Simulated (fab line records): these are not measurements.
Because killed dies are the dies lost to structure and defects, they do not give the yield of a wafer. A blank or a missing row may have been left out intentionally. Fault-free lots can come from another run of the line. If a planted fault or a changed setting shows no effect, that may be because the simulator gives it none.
fab line records	flow n5Finfet
record: lots: 7	wafers: 21
route steps=1938 shown BEOL_M13@1673 BEOL_M14@1742 PASS1_DEP@1831 MIM_BOT_ETCH@1866 PASS1_CAP@1874 PASSIVATION@1923
startH: hours from the record's opening day to when the first of the lot's shown wafers began	waitH: hours from the lot's prior step to this one	" same as the row above	L1.1+2: several wafers, shown together as one row	- no value, or no start given	* or withheld: withheld	< > ~ a bound
route shown NAME@n: a module of which the file shows steps, and the number in the route of the first	usual: mean and standard deviation over wafers with no fault	same: alike in all rows	chamber/n: place in a boat	sites: each site's reading	_std_site: the standard deviation of these	_edge_site: inner sites' mean taken away from outer sites' mean	radiusMm: for every site, how far away it sits from the centre of the wafer	mask NAME#n: copy n	behind: the last tool/chamber to shape the wafer	hold: the reason the lot was held/the length of the hold in hours/how it ended	device: whichever transistor did not switch (one of n, p or np)	end of line: the same wafers' tests at the end of the route	for a step that has no rows: nothing shown but its recipe	killed: the dies lost at the first sort to structure and to defects; this is not the yield of the wafer	map: a wafer's dies, marking killed ones x, the rest . and places with no die _
set.NAME: the run value of the setting; set.NAME@STEP: its run value at that earlier step	model.NAME: the simulator's own value behind a step, which no gauge read
lots run with intentionally changed settings; tables by step, rows by wafer
== steps ==
step: N5_BEOL_M13_ETCH_59
recipe: chemistry: N2/H2	target: BARC	targetDepthA: 890	overetchA: 267	timeS: 67.9	ionEnergyEv: 200	pressureMtorr: 30	sourceW: 840	biasW: 150	n2FlowSccm: 200	h2FlowSccm: 200
lot.wafer	tool	chamber	startH	waitH	set.timeS	model.coat_of_BEOL_M13_COAT_04.thkNm
L075.1	rieDiel-03	0	259.57	0.0	67.9	317.8
L075.3	"	2	"	"	67.9	316
L075.6	"	1	"	"	67.9	315.4
L079.2	rieDiel-03	1	272.49	0.0	53.7	327.4
L079.3	"	2	"	"	53.7	329.2
L079.5	"	1	"	"	67.9	313.4
L082.1	rieDiel-06	1	308.42	0.0	67.9	316.4
L082.2	"	2	"	"	67.9	318.2
L082.5	"	1	"	"	67.9	316.2
L083.2	rieDiel-05	3	309.05	0.0	67.9	317.4
L083.3	"	2	"	"	67.9	315
L083.4	"	1	"	"	67.9	315.4
L086.2	rieDiel-03	1	332.10	0.0	67.9	314.6
L086.5	"	1	"	"	53.52	328.6
L086.6	"	0	"	"	67.9	317.8
L092.2	rieDiel-03	0	355.42	0.0	67.9	318.6
L092.5	"	3	"	"	62.88	323.4
L092.6	"	0	"	"	67.9	318.8
L097.2	rieDiel-03	1	439.57	0.0	61.7	320.6
L097.4	"	3	"	"	67.9	319.4
L097.5	"	1	"	"	67.9	315.2
step: N5_BEOL_M13_COAT_65
recipe: resist: SOC	tempC: 250	timeS: 60	spinRpm: 1500	resistThkNm: 350
lot.wafer	tool	chamber	startH	waitH	set.spinRpm	model.SOC_of_BEOL_M13_COAT_65.thkNm
L075.1	lithoTrack-01	0	260.10	0.0	1500	350.6
L075.3	"	0	"	"	1500	350
L075.6	"	0	"	"	1500	349.8
L079.2	lithoTrack-05	0	273.03	0.0	1500	348.4
L079.3	"	0	"	"	1570	340.6
L079.5	"	0	"	"	1500	349.4
L082.1+2	lithoTrack-02	0	308.96	0.0	1447	357.2
L082.5	"	0	"	"	1447	357.6
L083.2	lithoTrack-05	0	309.58	0.0	1451	354.6
L083.3	"	0	"	"	1500	350.4
L083.4	"	0	"	"	1451	355
L086.2	lithoTrack-02	0	332.64	0.0	1500	352.6
L086.5	"	0	"	"	1606	339.6
L086.6	"	0	"	"	1500	352
L092.2	lithoTrack-01	0	356.08	0.0	1500	351.2
L092.5	"	0	"	"	1500	351.8
L092.6	"	0	"	"	1652	335
L097.2	lithoTrack-01	0	440.10	0.0	1500	350.6
L097.4	"	0	"	"	1500	350.4
L097.5	"	0	"	"	1500	350
step: N5_BEOL_M14_EXPOSE_25
recipe: maskId: M14	na: 0.8	sourceShape: annular	sigmaInner: 0.5	sigmaOuter: 0.8	polarization: unpolarized	targetCdNm: 280	doseMj: 26.6
lot.wafer	tool	chamber	startH	waitH	mask	set.doseMj
L075.1+3+6	krfScanner-01	0	267.41	-	M14#0	26.6
L079.2	krfScanner-01	0	279.48	-	M14#0	26.6
L079.3+5	"	0	"	"	M14#0	25.52
L083.2+3+4	krfScanner-01	0	317.11	-	M14#0	25.33
L082.1+5	krfScanner-02	0	317.87	-	M14#0	25.44
L082.2	"	0	"	"	M14#0	26.6
L086.2+5+6	krfScanner-02	0	336.91	-	M14#0	26.6
L092.2+5+6	krfScanner-01	0	364.25	-	M14#0	26.6
L097.2	krfScanner-01	0	445.91	-	M14#0	26.6
L097.4+5	"	0	"	"	M14#0	27.64
step: N5_BEOL_M14_PEB_26
recipe: pebTempC: 130	pebTimeS: 90
step: N5_BEOL_M14_DEVELOP_27
recipe: developTimeS: 45	rinseLiquid: diw	dry: airSpin	devTempC: 21
step: N5_BEOL_M14_HARDBAKE_32
recipe: tempC: 130	timeS: 120
step: N5_BEOL_M14_CD_MEAS_28
recipe: targetCdNm: 284.4	landingEnergyEv: 500	detector: seInlens
usual: cdNm: 284.3/1.8
lot.wafer	tool	chamber	startH	waitH	set.doseMj@BEOL_M14_EXPOSE_25	cdNm
L075.1	cdSem-03	0	267.58	-	26.6	283.5
L075.3	"	0	"	"	26.6	284.3
L075.6	"	0	"	"	26.6	283.8
L079.2	cdSem-03	0	279.65	-	26.6	285.2
L079.3	"	0	"	"	25.52	277.3
L079.5	"	0	"	"	25.52	276.5
L083.2	cdSem-01	0	317.27	-	25.33	277.6
L083.3	"	0	"	"	25.33	278.9
L083.4	"	0	"	"	25.33	277.1
L082.1	cdSem-02	0	318.04	-	25.44	273.7
L082.2	"	0	"	"	26.6	284.9
L082.5	"	0	"	"	25.44	274.6
L086.2	cdSem-02	0	337.08	-	26.6	284.4
L086.5	"	0	"	"	26.6	283.8
L086.6	"	0	"	"	26.6	283.9
L092.2	cdSem-02	0	364.42	-	26.6	284.6
L092.5	"	0	"	"	26.6	288.2
L092.6	"	0	"	"	26.6	285.6
L097.2	cdSem-03	0	446.08	-	26.6	288.7
L097.4	"	0	"	"	27.64	293.6
L097.5	"	0	"	"	27.64	292.6
step: N5_BEOL_M14_DESCUM_33
recipe: chemistry: O2	timeS: 7.9	sourcePowerW: 50	biasPowerW: 20	pressureMtorr: 20	rfFrequencyHz: 2.712e+07	tempC: 40	o2FlowSccm: 225
lot.wafer	tool	chamber	startH	waitH	set.doseMj@BEOL_M14_EXPOSE_25	model.BEOL_M14.cdNm
L075.1	rieDiel-02	1	267.67	0.0	26.6	283.4
L075.3	"	3	"	"	26.6	284.4
L075.6	"	1	"	"	26.6	284
L079.2	rieDiel-02	0	279.73	0.0	26.6	285.6
L079.3	"	1	"	"	25.52	277.4
L079.5	"	1	"	"	25.52	276.4
L083.2	rieDiel-02	1	317.48	0.2	25.33	277.8
L083.3	"	0	"	"	25.33	279.2
L083.4	"	2	"	"	25.33	276.6
L082.1	rieDiel-01	1	318.16	0.1	25.44	273.8
L082.2	"	3	"	"	26.6	284.6
L082.5	"	1	"	"	25.44	274.6
L086.2	rieDiel-02	0	337.16	0.0	26.6	284.8
L086.5	"	2	"	"	26.6	283.4
L086.6	"	3	"	"	26.6	283.8
L092.2	rieDiel-04	0	364.53	0.1	26.6	284.2
L092.5	"	2	"	"	26.6	288.2
L092.6	"	1	"	"	26.6	285.8
L097.2	rieDiel-01	2	446.26	0.1	26.6	288.8
L097.4	"	1	"	"	27.64	293.8
L097.5	"	2	"	"	27.64	293
step: N5_BEOL_M14_ETCH_67
recipe: chemistry: CF4	target: SiARC	targetDepthA: 1430	timeS: 238.3	ionEnergyEv: 80	pressureMtorr: 40	sourceW: 545	biasW: 36	Ar_flow_sccm: 100	cf4FlowSccm: 100	ends: cleared
lot.wafer	tool	chamber	startH	waitH	set.doseMj@BEOL_M14_EXPOSE_25	model.BEOL_M14.cdNm
L075.1	rieDiel-02	1	267.71	0.0	26.6	278.4
L075.3	"	3	"	"	26.6	280.2
L075.6	"	1	"	"	26.6	279
L079.2	rieDiel-02	0	279.77	0.0	26.6	281.6
L079.3	"	1	"	"	25.52	272.8
L079.5	"	1	"	"	25.52	272
L083.2	rieDiel-02	1	317.51	0.0	25.33	273.6
L083.3	"	0	"	"	25.33	274.8
L083.4	"	2	"	"	25.33	272.4
L082.1	rieDiel-01	1	318.20	0.0	25.44	269.4
L082.2	"	3	"	"	26.6	281
L082.5	"	1	"	"	25.44	269.8
L086.2	rieDiel-02	0	337.20	0.0	26.6	280.4
L086.5	"	2	"	"	26.6	278.4
L086.6	"	3	"	"	26.6	279.4
L092.2	rieDiel-04	0	364.56	0.0	26.6	279.2
L092.5	"	2	"	"	26.6	283
L092.6	"	1	"	"	26.6	281.6
L097.2	rieDiel-01	2	446.30	0.0	26.6	284.2
L097.4	"	1	"	"	27.64	289
L097.5	"	2	"	"	27.64	288.6
step: N5_BEOL_M14_ETCH_68
recipe: chemistry: N2/H2	target: SOC	maskMaterial: SiARC	sourceW: 3000	biasW: 350	tempC: 40	timeS: 450	ionEnergyEv: 200	pressureMtorr: 30	n2FlowSccm: 200	h2FlowSccm: 200
lot.wafer	tool	chamber	startH	waitH	set.doseMj@BEOL_M14_EXPOSE_25	model.BEOL_M14.cdNm
L075.1	rieDiel-02	1	267.85	0.1	26.6	274.2
L075.3	"	3	"	"	26.6	277.8
L075.6	"	1	"	"	26.6	276.8
L079.2	rieDiel-02	0	279.91	0.1	26.6	281.4
L079.3	"	1	"	"	25.52	270.6
L079.5	"	1	"	"	25.52	268.2
L083.2	rieDiel-02	1	317.66	0.1	25.33	271.6
L083.3	"	0	"	"	25.33	276.6
L083.4	"	2	"	"	25.33	272
L082.1	rieDiel-01	1	318.35	0.1	25.44	268.2
L082.2	"	3	"	"	26.6	281.8
L082.5	"	1	"	"	25.44	268.4
L086.2	rieDiel-02	0	337.35	0.1	26.6	281.4
L086.5	"	2	"	"	26.6	278
L086.6	"	3	"	"	26.6	277.4
L092.2	rieDiel-04	0	364.71	0.1	26.6	280.4
L092.5	"	2	"	"	26.6	282.6
L092.6	"	1	"	"	26.6	279.8
L097.2	rieDiel-01	2	446.44	0.1	26.6	282
L097.4	"	1	"	"	27.64	287.4
L097.5	"	2	"	"	27.64	286.4
step: N5_PASSIVATION_PECVD_00
recipe: material: SiO2	targetThkA: 2000	tempC: 400	precursor: SiH4/N2O	pressureTorr: 2.7	rfW: 608	timeS: 11.2
lot.wafer	tool	chamber	startH	waitH	set.timeS	model.SiO2_of_PASSIVATION_PECVD_00.thkNm
L075.1	pecvd-03	2	279.54	0.8	11.2	200.6
L075.3	"	1	"	"	11.2	197.6
L075.6	"	2	"	"	11.2	204
L079.2	pecvd-01	2	293.34	0.7	9.571	169.2
L079.3	"	2	"	"	9.571	169
L079.5	"	0	"	"	11.2	200.6
L083.2	pecvd-01	1	328.56	0.7	11.2	198.8
L083.3	"	0	"	"	11.2	202.4
L083.4	"	1	"	"	10.53	190.8
L082.1	pecvd-01	0	329.65	0.8	11.2	199.6
L082.2	"	1	"	"	11.85	212.6
L082.5	"	0	"	"	11.85	211.6
L086.2	pecvd-02	0	347.65	0.7	11.2	199.2
L086.5	"	0	"	"	11.2	200.6
L086.6	"	1	"	"	9.923	180
L092.2	pecvd-03	2	378.55	0.7	10.74	193.8
L092.5	"	0	"	"	11.2	203.8
L092.6	"	2	"	"	11.2	203.2
L097.2	pecvd-02	2	458.67	0.7	11.2	198.2
L097.4	"	0	"	"	11.2	205
L097.5	"	2	"	"	11.2	200.8
step: N5_MIM_BOT_ETCH_ETCH_04
recipe: chemistry: CF4/O2	target: SiNx	targetDepthA: 260	timeS: 13	ionEnergyEv: 100	pressureMtorr: 40	sourceW: 535	biasW: 49	Ar_flow_sccm: 100	cf4FlowSccm: 100	O2_flow_sccm: 10
lot.wafer	tool	chamber	startH	waitH	set.timeS	model.etch.depthNm
L075.1	rieDiel-04	0	284.49	0.0	13	25.91
L075.3	"	3	"	"	13	25.75
L075.6	"	3	"	"	13	25.63
L079.2	rieDiel-02	2	297.79	0.0	13	26.35
L079.3	"	0	"	"	13	26.26
L079.5	"	2	"	"	14.21	28.86
L083.2	rieDiel-01	3	332.17	0.0	13	25.98
L083.3	"	0	"	"	13	24.89
L083.4	"	2	"	"	13	25.77
L082.1	rieDiel-02	1	332.46	0.0	10.43	20.85
L082.2	"	3	"	"	13	27.02
L082.5	"	3	"	"	10.43	21.64
L086.2	rieDiel-02	2	352.18	0.0	14.95	30.12
L086.5	"	3	"	"	13	27.31
L086.6	"	1	"	"	14.95	29.93
L092.2	rieDiel-02	3	382.56	0.0	13	27.02
L092.5	"	1	"	"	13	25.79
L092.6	"	2	"	"	13	26.19
L097.2	rieDiel-04	1	462.14	0.0	13	25.34
L097.4	"	1	"	"	13	25.44
L097.5	"	0	"	"	13	25.25
step: N5_PASSIVATION_PECVD_01
recipe: material: SiNx	targetThkA: 2000	tempC: 400	precursor: SiH4/NH3/N2	pressureTorr: 4.9	rfW: 1406	timeS: 43.2
lot.wafer	tool	chamber	startH	waitH	set.timeS	model.SiNx_of_PASSIVATION_PECVD_01.thkNm
L075.1	pecvd-02	0	285.39	0.0	43.2	196.8
L075.3	"	1	"	"	43.2	194.2
L075.6	"	1	"	"	43.2	199.6
L079.2	pecvd-04	0	298.69	0.0	41.27	187.6
L079.3	"	1	"	"	43.2	198.4
L079.5	"	0	"	"	41.27	193
L083.2	pecvd-02	0	333.05	0.0	40.73	181.2
L083.3	"	2	"	"	40.73	185.4
L083.4	"	0	"	"	43.2	194.8
L082.1	pecvd-02	0	333.34	0.0	37.23	164.4
L082.2	"	2	"	"	37.23	167.8
L082.5	"	0	"	"	37.23	169.6
L086.2	pecvd-02	1	353.08	0.0	41.22	187.8
L086.5	"	2	"	"	43.2	198.6
L086.6	"	0	"	"	43.2	199
L092.2	pecvd-02	2	383.43	0.0	37.77	170.8
L092.5	"	2	"	"	37.77	174.4
L092.6	"	0	"	"	37.77	171.6
L097.2+5	pecvd-02	1,2	463.07	0.0	39.81	184.2
L097.4	"	0	"	"	43.2	199
step: N5_PASSIVATION_DEVELOP_43
recipe: developTimeS: 60	rinseLiquid: diw	dry: airSpin	devTempC: 21
lot.wafer	tool	chamber	startH	waitH	set.developTimeS
L075.1+3+6	lithoTrack-03	0	-	-	60
L079.2+3+5	lithoTrack-02	0	-	-	60
L083.2+4	lithoTrack-04	0	-	-	60
L083.3	"	0	"	"	64.15
L082.1+2+5	lithoTrack-03	0	-	-	60
L086.2+5+6	lithoTrack-03	0	-	-	60
L092.2+5+6	lithoTrack-02	0	-	-	60
L097.2+4	lithoTrack-04	0	-	-	60
L097.5	"	0	"	"	55.42
== key ==
split: step: N5_BEOL_M13_ETCH_59	setting: timeS	stated: 67.9	by: wafer
response: step: N5_BEOL_M13_ETCH_59	reading: model.coat_of_BEOL_M13_COAT_04.thkNm	change: -0.624	per: 1%	r: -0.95
split: step: N5_BEOL_M13_COAT_65	setting: spinRpm	stated: 1500	by: wafer
response: step: N5_BEOL_M13_COAT_65	reading: model.SOC_of_BEOL_M13_COAT_65.thkNm	change: -1.68	per: 1%	r: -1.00
split: step: N5_BEOL_M14_EXPOSE_25	setting: doseMj	stated: 26.6	by: wafer
response: step: N5_BEOL_M14_CD_MEAS_28	reading: cdNm	change: +1.92	per: 1%	r: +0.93
response: step: N5_BEOL_M14_DESCUM_33	reading: model.BEOL_M14.cdNm	change: +1.94	per: 1%	r: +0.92
response: step: N5_BEOL_M14_ETCH_67	reading: model.BEOL_M14.cdNm	change: +2.07	per: 1%	r: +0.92
response: step: N5_BEOL_M14_ETCH_68	reading: model.BEOL_M14.cdNm	change: +2.5	per: 1%	r: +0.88
split: step: N5_PASSIVATION_PECVD_00	setting: timeS	stated: 11.2	by: wafer
response: step: N5_PASSIVATION_PECVD_00	reading: model.SiO2_of_PASSIVATION_PECVD_00.thkNm	change: +2	per: 1%	r: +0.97
split: step: N5_MIM_BOT_ETCH_ETCH_04	setting: timeS	stated: 13	by: wafer
response: step: N5_MIM_BOT_ETCH_ETCH_04	reading: model.etch.depthNm	change: +0.255	per: 1%	r: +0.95
split: step: N5_PASSIVATION_PECVD_01	setting: timeS	stated: 43.2	by: wafer
response: step: N5_PASSIVATION_PECVD_01	reading: model.SiNx_of_PASSIVATION_PECVD_01.thkNm	change: +1.99	per: 1%	r: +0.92
split: step: N5_PASSIVATION_DEVELOP_43	setting: developTimeS	stated: 60	by: wafer
response none in this file
